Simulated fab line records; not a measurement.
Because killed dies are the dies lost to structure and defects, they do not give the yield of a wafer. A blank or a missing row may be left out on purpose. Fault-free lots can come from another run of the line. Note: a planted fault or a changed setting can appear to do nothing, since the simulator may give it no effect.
fab line records	flow nandHarc
record lots=11	wafers=33	lastDay=23
route steps=1159 shown A_STAIRCASE@561 END@1159
lots untouched by any fault: they come from a run of this same line in which no faults occurred
startH: the number of hours between the record's first day and the start of the first shown wafer of the lot	waitH: time in hours since the lot's previous step	" same as the row above	L1.1+2: one row covering several wafers at once	- no value present, or no start provided	* or withheld: withheld	< > ~ a bound
route shown NAME@n: names a module that has steps shown in the file, with the first one's number in the route	usual: mean and standard deviation over wafers with no fault	same: alike in all rows	chamber/n: place in a boat	sites: each site's reading	_std_site: standard deviation across them	_edge_site: the outer-site mean with the inner-site mean subtracted	radiusMm: how far each site lies from the wafer's centre	mask NAME#n: copy n	behind: tool/chamber where the wafer was last shaped	hold: cause of the lot's hold/its duration in hours/its outcome	device: which transistor (n, p or np) failed to switch	end of line: the route-end tests of the same wafers	a step given without rows: its recipe and nothing more	killed: the dies lost at the first sort to structure and to defects; this is not the yield of the wafer	map: per-die view of a wafer (x killed, . not killed, _ where there is no die)
set.NAME: the setting the step ran with; set.NAME@STEP: the setting that earlier step ran with	model.NAME: the simulator's own value behind a step, which no gauge read
a sample of lots followed through the steps of the route, with each step as a table and each wafer as a row
services: when a tool's chamber went out of use (startH, in hours from the record's first day, below 0 if earlier), for how many hours, and the reason
## steps
# step NHARC_A_STAIRCASE_TRIM_24
# recipe timeS=211.2	o2FlowSccm=500	arFlowSccm=0	biasW=0	chemistry=O2
# usual drypumpMotorCurrentA=5.7/0.41	oesProductAu=1.003/0.013	rfVppV=57.8/0.9	showerheadPlenumPTorr=3.57/0.12	throttleValvePct=17.037/0.0089
lot.wafer	tool	chamber	startH	waitH	drypumpMotorCurrentA	oesProductAu	rfHoursCounterH	rfVppV	showerheadPlenumPTorr	throttleValvePct
L717.2	rieDiel-13	2	-	-	5.2	1.005	51	59.1	3.58	17.033
L717.4	"	3	"	"	5.5	0.994	46	56.8	3.45	17.045
L717.3	"	0	"	"	6.7	1.015	47	57.3	3.78	17.039
L718.2	rieDiel-13	3	-	-	5.5	1.002	48	57.4	3.45	17.044
L718.1	"	2	"	"	5.2	1.013	55	57.0	3.58	17.046
L718.6	"	0	"	"	6.7	1.019	-	59.0	3.78	17.055
L720.3	rieDiel-11	2	-	-	5.6	0.997	24	57.1	3.42	17.020
L720.5	"	2	"	"	5.6	1.000	-	56.4	3.42	17.038
L720.6	"	3	"	"	5.8	0.980	-	56.9	3.66	17.044
L721.1	rieDiel-01	1	-	-	5.9	0.999	41	56.8	3.34	17.035
L721.2	"	3	"	"	6.1	1.016	46	57.4	3.59	17.046
L721.5	"	1	"	"	5.9	1.002	-	57.2	3.34	17.035
L722.4	rieDiel-13	1	-	-	5.5	1.007	58	56.8	3.59	17.030
L722.2	"	3	"	"	5.5	0.982	57	59.8	3.45	17.029
L722.3	"	0	"	"	6.7	1.012	56	57.9	3.78	17.042
L724.2	rieDiel-01	3	-	-	6.1	1.011	53	58.3	3.58	17.040
L724.6	"	0	"	"	5.4	0.989	-	59.2	3.59	17.027
L724.5	"	1	"	"	5.9	0.998	-	57.3	3.33	17.035
L725.3	rieDiel-11	3	-	-	5.8	0.981	36	57.9	3.66	17.050
L725.2	"	1	"	"	5.8	0.996	36	57.9	3.45	17.036
L725.4	"	2	"	"	5.6	1.002	39	56.8	3.41	17.045
L729.1	rieDiel-13	1	-	-	5.5	1.001	10	57.1	3.58	17.048
L729.4	"	0	"	"	6.7	1.018	8	58.9	3.77	17.061
L729.6	"	2	"	"	5.2	1.004	-	58.8	3.57	17.034
L728.1	rieDiel-11	1	-	-	5.8	0.982	45	57.6	3.44	17.025
L728.3	"	0	"	"	5.5	0.998	44	57.3	3.70	17.042
L728.6	"	2	"	"	5.6	0.992	-	58.2	3.40	17.036
L732.1	rieDiel-11	3	-	-	5.8	0.978	49	58.3	3.65	17.042
L732.4	"	0	"	"	5.4	1.005	48	57.7	3.70	17.034
L732.3	"	1	"	"	5.8	0.987	48	57.1	3.44	17.036
L736.3	rieDiel-11	0	-	-	5.5	1.004	56	58.2	3.69	17.044
L736.1	"	2	"	"	5.6	1.005	58	57.4	3.40	17.022
L736.5	"	0	"	"	5.5	1.018	-	58.6	3.69	17.022
# step NHARC_A_STAIRCASE_DESCUM_186
# recipe timeS=3	o2FlowSccm=200	arFlowSccm=0	biasPowerW=0	chemistry=O2
# usual drypumpMotorCurrentA=5.7/0.44	oesProductAu=1.004/0.013	rfVppV=57.9/0.89	showerheadPlenumPTorr=1.94/0.071	throttleValvePct=11.311/0.0096
lot.wafer	tool	chamber	startH	waitH	drypumpMotorCurrentA	oesProductAu	rfHoursCounterH	rfVppV	showerheadPlenumPTorr	throttleValvePct
L717.3	rieDiel-13	3	246.79	-	5.4	1.011	47	57.2	1.87	11.291
L717.4	"	0	"	"	6.6	1.019	48	58.3	2.06	11.309
L717.2	"	1	"	"	5.5	1.010	48	58.1	1.95	11.331
L718.2	rieDiel-11	0	251.80	-	5.5	0.996	20	59.2	2.02	11.309
L718.1	"	3	"	"	5.8	0.989	21	58.7	1.99	11.316
L718.6	"	0	"	"	5.5	1.000	-	58.0	2.02	11.320
L720.3	rieDiel-01	1	261.43	-	5.8	0.988	37	57.7	1.80	11.315
L720.5	"	3	"	"	6.1	1.011	-	58.0	1.95	11.308
L720.6	"	0	"	"	5.4	0.996	-	59.1	1.95	11.303
L721.2	rieDiel-13	0	272.98	-	6.6	1.007	57	58.7	2.06	11.320
L721.1	"	2	"	"	5.2	1.003	65	57.9	1.94	11.317
L721.5	"	0	"	"	6.7	1.016	-	56.8	2.06	11.312
L722.4	rieDiel-11	0	273.59	-	5.4	1.000	26	56.7	2.02	11.302
L722.3	"	2	"	"	5.6	1.001	31	56.4	1.85	11.305
L722.2	"	3	"	"	5.8	0.983	28	58.8	1.99	11.295
L724.2	rieDiel-13	3	286.54	-	5.5	1.010	0	55.9	1.87	11.309
L724.6	"	2	"	"	5.2	1.016	-	57.7	1.94	11.309
L724.5	"	3	"	"	5.4	1.003	-	57.4	1.87	11.314
L725.4	rieDiel-11	3	291.28	-	5.8	0.985	36	57.2	1.99	11.322
L725.3	"	0	"	"	5.4	1.002	35	57.8	2.02	11.310
L725.2	"	2	"	"	5.6	0.987	39	57.8	1.84	11.303
L729.4	rieDiel-13	2	313.12	-	5.2	1.015	12	58.7	1.93	11.323
L729.1	"	3	"	"	5.5	1.013	10	58.4	1.86	11.315
L729.6	"	2	"	"	5.2	1.015	-	58.4	1.93	11.318
L728.1	rieDiel-13	1	321.25	-	5.5	1.007	14	57.3	1.94	11.306
L728.3	"	0	"	"	6.7	1.025	13	58.3	2.05	11.302
L728.6	"	1	"	"	5.5	1.001	-	58.9	1.94	11.334
L732.1	rieDiel-11	1	330.62	-	5.8	1.001	48	57.5	1.86	11.300
L732.3	"	2	"	"	5.6	1.003	51	58.3	1.84	11.313
L732.4	"	0	"	"	5.5	1.009	49	58.2	2.01	11.314
L736.1	rieDiel-01	0	354.55	-	5.4	0.993	15	59.0	1.94	11.297
L736.3	"	1	"	"	5.9	1.015	13	58.2	1.79	11.305
L736.5	"	1	"	"	5.8	1.006	-	56.5	1.79	11.315
# step NHARC_A_STAIRCASE_ETCH_197
# recipe targetDepthA=1000	timeS=40.5	ionEnergyEv=400	c4f8FlowSccm=20	o2FlowSccm=10	arFlowSccm=withheld	rfW=600	biasW=1000	chemistry=C4F8/O2
# usual oesProductAu=0.953/0.015	rfFwdPowerW=593.1/2.3	rfVppV=898/4.6	runLengthS=61.8/0.41
lot.wafer	tool	chamber	startH	waitH	oesProductAu	rfFwdPowerW	rfHoursCounterH	rfVppV	runLengthS
L717.3	rieDiel-13	2	248.10	-	0.948	595.3	54	898	62.1
L717.4	"	3	"	"	0.945	593.3	47	892	61.4
L717.2	"	0	"	"	0.960	592.4	48	906	61.9
L718.2	rieDiel-11	3	253.15	-	0.928	594.5	22	900	61.0
L718.1	"	2	"	"	0.941	593.5	22	892	61.8
L718.6	"	3	"	"	0.927	594.7	-	902	61.2
L720.3	rieDiel-11	3	262.77	-	0.946	596.1	24	901	61.1
L720.5	"	0	"	"	0.958	591.2	-	902	62.5
L720.6	"	2	"	"	0.966	594.2	-	891	62.0
L721.2	rieDiel-13	1	274.47	-	0.949	590.4	59	898	61.3
L721.1	"	3	"	"	0.937	593.2	58	893	61.2
L721.5	"	1	"	"	0.951	592.9	-	898	62.0
L722.3	rieDiel-11	2	275.01	-	0.957	594.8	31	892	62.0
L722.4	"	3	"	"	0.932	599.7	29	901	61.1
L722.2	"	1	"	"	0.933	590.8	28	893	61.6
L724.2	rieDiel-01	3	287.87	-	0.966	596.9	54	898	61.1
L724.5	"	1	"	"	0.947	593.6	-	889	61.7
L724.6	"	2	"	"	0.959	593.0	-	901	62.1
L725.3	rieDiel-13	3	292.93	-	0.948	590.8	4	893	61.5
L725.4	"	0	"	"	0.965	590.8	4	905	62.1
L725.2	"	2	"	"	0.962	594.3	4	897	62.2
L729.4	rieDiel-11	0	314.52	-	0.988	596.9	43	902	62.1
L729.1	"	2	"	"	0.964	596.0	46	892	61.8
L729.6	"	0	"	"	0.990	594.4	-	903	62.3
L728.3	rieDiel-13	1	322.81	-	0.949	590.6	15	897	61.2
L728.1	"	0	"	"	0.966	592.6	14	905	61.8
L728.6	"	2	"	"	0.967	594.9	-	897	62.4
L732.4	rieDiel-13	0	332.14	-	0.979	591.1	18	904	62.1
L732.3	"	2	"	"	0.958	595.5	19	897	62.0
L732.1	"	3	"	"	0.944	590.7	18	893	61.8
L736.1	rieDiel-01	2	355.86	-	0.938	589.0	12	903	62.7
L736.3	"	3	"	"	0.920	-	14	896	50.6
L736.5	"	2	"	"	0.950	589.7	-	903	62.5
# step NHARC_A_STAIRCASE_TRIM_202
# recipe timeS=211.2	o2FlowSccm=500	arFlowSccm=0	biasW=0	chemistry=O2
# usual drypumpMotorCurrentA=5.7/0.41	oesProductAu=1.004/0.015	rfVppV=57.9/0.9	showerheadPlenumPTorr=3.57/0.13	throttleValvePct=17.036/0.01
lot.wafer	tool	chamber	startH	waitH	drypumpMotorCurrentA	oesProductAu	rfHoursCounterH	rfVppV	showerheadPlenumPTorr	throttleValvePct
L717.4	rieDiel-13	3	-	-	5.5	0.995	48	58.7	3.45	17.024
L717.3	"	0	"	"	6.7	1.001	49	59.0	3.78	17.026
L717.2	"	1	"	"	5.5	0.997	48	56.3	3.59	17.033
L718.1	rieDiel-11	2	-	-	5.6	0.996	23	58.2	3.42	17.042
L718.2	"	3	"	"	5.8	0.986	22	57.9	3.66	17.032
L718.6	"	3	"	"	5.8	0.980	-	58.6	3.67	17.043
L720.3	rieDiel-11	0	-	-	5.4	1.014	23	59.4	3.71	17.037
L720.5	"	2	"	"	5.6	1.007	-	57.3	3.42	17.040
L720.6	"	3	"	"	5.8	0.988	-	59.3	3.66	17.065
L722.3	rieDiel-11	0	-	-	5.4	1.002	27	56.5	3.71	17.038
L722.4	"	1	"	"	5.8	0.988	28	57.0	3.45	17.050
L722.2	"	2	"	"	5.6	0.993	32	58.0	3.41	17.037
L721.2	rieDiel-13	1	-	-	5.5	1.002	60	56.2	3.59	17.050
L721.1	"	2	"	"	5.2	1.020	67	58.7	3.57	17.030
L721.5	"	2	"	"	5.2	1.013	-	58.2	3.57	17.032
L724.2	rieDiel-01	0	-	-	5.4	1.010	50	57.5	3.59	17.037
L724.5	"	1	"	"	5.9	1.012	-	57.3	3.33	17.025
L724.6	"	2	"	"	5.8	1.015	-	57.7	3.70	17.025
L725.2	rieDiel-13	0	-	-	6.7	1.025	4	60.6	3.77	17.023
L725.3	"	1	"	"	5.5	1.018	4	57.3	3.58	17.038
L725.4	"	3	"	"	5.5	1.017	4	57.8	3.44	17.037
L729.1	rieDiel-11	3	-	-	5.8	0.980	44	59.7	3.65	17.030
L729.4	"	2	"	"	5.6	0.987	46	58.5	3.41	17.024
L729.6	"	0	"	"	5.4	1.014	-	57.5	3.70	17.024
L728.3	rieDiel-13	1	-	-	5.5	1.010	15	58.8	3.58	17.033
L728.1	"	2	"	"	5.2	1.030	15	57.7	3.56	17.048
L728.6	"	1	"	"	5.5	1.000	-	57.4	3.58	17.031
L732.3	rieDiel-13	0	-	-	6.7	1.028	18	58.5	3.77	17.024
L732.1	"	2	"	"	5.2	1.021	19	56.2	3.56	17.034
L732.4	"	3	"	"	5.5	1.002	18	59.2	3.44	17.047
L736.3	rieDiel-01	1	-	-	5.9	1.015	14	56.8	3.32	17.024
L736.1	"	2	"	"	5.8	0.995	13	58.3	3.69	17.027
L736.5	"	0	"	"	5.4	0.993	-	57.4	3.57	17.022
# step NHARC_END_SORT_01
# recipe tempC=25
# usual killedAtArray=27/9.9	killedAtOther=0.5/0.76	killedAtPeriphery=3.4/2.2	killedDies=31/10	killedOpen=3.3/2	killedShort=2.0/1.5
# same grossDies=677
lot.wafer	tool	chamber	startH	waitH	killedAtArray	killedAtOther	killedAtPeriphery	killedDies	killedOpen	killedShort
L736.1	prober-01	0	550.27	2.5	15	1	6	22	5	1
L736.3	prober-01	0	551.88	3.1	530	0	2	532	3	1
L736.5	prober-01	0	553.49	3.7	14	2	6	22	7	1
# killed by level:class
L736.1 A_CHANNEL_HOLE_D1:chamberFilmFlake=6 P_M0:geometricParticle:open=2 A_STAIRCASE:chamberFilmFlake=2 A_CONTACT:chamberFilmFlake=2 A_M1:chamberFilmFlake=2 P_GATE:geometricParticle:short=1 P_GATE:geometricParticle:open=1 A_ONON_D1:geometricParticle:open=1
L736.3 A_STAIRCASE:areaEtch=514 A_CHANNEL_HOLE_D1:chamberFilmFlake=7 A_M1:chamberFilmFlake=3 P_CONTACT:geometricParticle:short=1 A_SOURCE_PLATE:geometricParticle:open=1 A_ONON_D1:geometricParticle:open=1 A_M1:geometricParticle:open=1 P_BONDPAD:chamberFilmFlake=1
L736.5 A_CHANNEL_HOLE_D1:chamberFilmFlake=6 A_CONTACT:chamberFilmFlake=4 P_CONTACT:geometricParticle:open=3 THIN_TSV:chamberFilmFlake=2 P_STI:geometricParticle:open=1 P_CONTACT:geometricParticle:short=1 P_M0:geometricParticle:open=1 A_CHANNEL_HOLE_D1:geometricParticle:open=1
## services
tool	chamber	startH	hours	kind
rieDiel-13	0	232.08	-	clean
rieDiel-13	1	232.08	-	clean
rieDiel-13	2	232.08	-	clean
rieDiel-13	3	232.08	-	clean
rieDiel-13	0	256.58	-	clean
rieDiel-13	1	256.58	-	clean
rieDiel-13	2	256.58	-	clean
rieDiel-13	3	256.58	-	clean
rieDiel-13	-	276.27	9.0	pm
rieDiel-13	0	276.27	9.0	ventCycle
rieDiel-13	1	276.27	9.0	ventCycle
rieDiel-13	2	276.27	9.0	ventCycle
rieDiel-13	3	276.27	9.0	ventCycle
rieDiel-13	0	285.27	-	clean
rieDiel-13	1	285.27	-	clean
rieDiel-13	1	285.27	-	consumableReplace:focusRing
rieDiel-13	2	285.27	-	clean
rieDiel-13	3	285.27	-	clean
rieDiel-13	3	285.27	-	consumableReplace:focusRing
rieDiel-01	2	296.42	3.8	repair
rieDiel-13	0	309.77	-	clean
rieDiel-13	1	309.77	-	clean
rieDiel-13	2	309.77	-	clean
rieDiel-01	-	314.88	9.0	pm
## key
firstSign step=NHARC_A_STAIRCASE_ETCH_197	reading=runLengthS	direction=down	sigmas=27	usual=*	struck=*
effect step=NHARC_END_SORT_01	reading=killedAtArray	direction=up	sigmas=51	usual=27	struck=530
moreKillsBornAt NHARC_A_STAIRCASE_ETCH_197@rieDiel-01=514
metAt NHARC_A_STAIRCASE_ETCH_197
struckLots L736
struckWafers L736.3
laterRowsLeftOut L736.3
testerLeftOut L736
notActingAt NHARC_A_STAIRCASE_TRIM_24,NHARC_A_STAIRCASE_DESCUM_186,NHARC_A_STAIRCASE_TRIM_202
onsetBetween 287.87 355.86
fault kind=processParameterDrift	tool=rieDiel-01	chamber=3	onsetH=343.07	steps=NHARC_A_STAIRCASE_ETCH_197	channel=timeS	offset=*	shape=step	endH=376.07	actsIn=*	stated=*
# testerLeftOut: of these lots the tester's yield and bins aren't shown, on N5 and GAA mostly nor the transistor test; their killed dies are dies lost to structure and defects alone, not to doping, threshold or leakage, so they don't give the yield
# laterRowsLeftOut: the simulator's readings of these wafers behind a module that went badly wrong aren't trusted and aren't shown, but for the sort
